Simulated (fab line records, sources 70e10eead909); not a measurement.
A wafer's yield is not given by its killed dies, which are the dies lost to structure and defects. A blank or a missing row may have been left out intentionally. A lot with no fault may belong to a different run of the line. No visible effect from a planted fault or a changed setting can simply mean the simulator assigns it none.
One fault seen from 2 desks / flow nand-harc / each desk holds nothing but its own numbers, with what lay behind them at the end

TOOL OWNER'S DESK, pecvd-02
The tool's own readings at NHARC_A_SGD_CUT_DEP_00 (deposits SiNx, target thk 50 nm): means of the sampled wafers that have a number, for each lot that ran on this tool. Marked OUT: a lot whose mean sits more than 4 standard deviations from the usual mean, which makes it out of limits; the brackets give that distance.
Columns: A = heater-power-w at NHARC_A_SGD_CUT_DEP_00, usual 706 W
lot=L662; first seen here=day 13 15:59; A=678
lot=L669; first seen here=day 16 07:08; A=676
lot=L672; first seen here=day 16 14:41; A=591
lot=L677; first seen here=day 18 05:31; A=633
lot=L679; first seen here=day 18 14:55; A=679
Result from this desk: across the 5 lots, nothing is out of limits.

FROM THE METROLOGY DESK
What the gauges read, lot by lot, whatever tool the lot ran on: means of the sampled wafers that have a number. Marked OUT: a lot whose mean sits more than 4 standard deviations from the usual mean, which makes it out of limits; the brackets give that distance.
Columns: A = thk-nm at NHARC_THIN_TSV_THK_MEAS_02, usual 3015 nm
lot=L662; first seen here=day 19 04:08; A=2907
lot=L665; first seen here=day 19 20:58; A=2795
lot=L666; first seen here=day 19 22:11; A=3381
lot=L667; first seen here=day 20 09:04; A=2890
lot=L668; first seen here=day 20 15:52; A=3324
lot=L669; first seen here=day 20 20:19; A=3051
lot=L670; first seen here=day 20 21:33; A=3115
lot=L672; first seen here=day 21 11:03; A=2985
lot=L671; first seen here=day 21 21:13; A=2876
lot=L677; first seen here=day 23 03:41; A=2998
lot=L679; first seen here=day 23 06:07; A=2994
lot=L681; first seen here=day 23 11:20; A=3016
lot=L682; first seen here=day 23 23:12; A=2873
lot=L683; first seen here=day 24 03:32; A=3158
Result from this desk: across the 14 lots, nothing is out of limits.

PUT TOGETHER
Nothing out of limits was seen by the tool owner's desk.
At the metrology desk, nothing out of limits was observed.

WHAT WAS PUT IN BY THE SIMULATOR
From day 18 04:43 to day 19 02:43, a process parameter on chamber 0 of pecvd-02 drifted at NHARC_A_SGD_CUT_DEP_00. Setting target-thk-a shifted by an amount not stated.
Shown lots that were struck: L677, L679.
